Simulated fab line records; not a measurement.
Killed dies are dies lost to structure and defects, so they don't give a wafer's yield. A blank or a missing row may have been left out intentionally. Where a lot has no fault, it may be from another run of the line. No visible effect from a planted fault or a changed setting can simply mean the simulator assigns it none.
Chamber matching + flow n5Finfet + cmp-04 running N5_BEOL_M4_CMP_52: 4 sister chambers
The step polishes, stops on SiOC, t overpolish 6.8 s, target thk 40 nm. 4 wafers are shown with their chamber, then 12 later ones without.

## WAFERS WITH THEIR CHAMBER
| wafer  | chamber | motorCurrentA (A) |
|--------|---------|-------------------|
| L088.3 | 1       | 5.9               |
| L091.2 | 2       | 7.1               |
| L091.3 | 3       | 6.2               |
| L091.6 | 0       | 5.8               |

## WAFERS WITH NO CHAMBER GIVEN
| wafer  | motorCurrentA (A) |
|--------|-------------------|
| L092.2 | 5.8               |
| L092.3 | 5.5               |
| L092.4 | 7.3               |
| L093.1 | 5.8               |
| L093.2 | 5.9               |
| L093.5 | 7.0               |
| L095.1 | 7.1               |
| L095.3 | 5.9               |
| L095.4 | 5.5               |
| L097.2 | 6.7               |
| L097.4 | 6.0               |
| L097.5 | 5.9               |

## EACH ONE'S CHAMBER
| wafer  | from the rows above          | in truth |
|--------|------------------------------|----------|
| L092.2 | can't be placed: 0 or 1      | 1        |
| L092.3 | can't be placed: 0 or 1      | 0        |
| L092.4 | 2                            | 2        |
| L093.1 | can't be placed: 0 or 1      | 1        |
| L093.2 | can't be placed: 1 or 0 or 3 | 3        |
| L093.5 | 2                            | 2        |
| L095.1 | 2                            | 2        |
| L095.3 | can't be placed: 1 or 0 or 3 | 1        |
| L095.4 | can't be placed: 0 or 1      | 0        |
| L097.2 | can't be placed: 2 or 3      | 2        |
| L097.4 | can't be placed: 1 or 0 or 3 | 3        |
| L097.5 | can't be placed: 1 or 0 or 3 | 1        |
Correctly placed: 3 of 12. These rows do not allow placing 9 (true chamber among the candidates in 9). Wrongly placed: 0.
How it was worked out, from the rows above alone: a wafer's distance from a chamber is the root of the sum, over the readings, of the square of ((its reading less the chamber's mean) divided by the reading's scatter). If the next closest chamber is less than 2 further off than the closest, the wafer can't be placed; otherwise it belongs to the closest. Each chamber's mean is taken over the wafers shown for it. The scatter: with one shown wafer a chamber, the root of the mean of the squares of how far each hidden wafer lies from its nearest shown one.
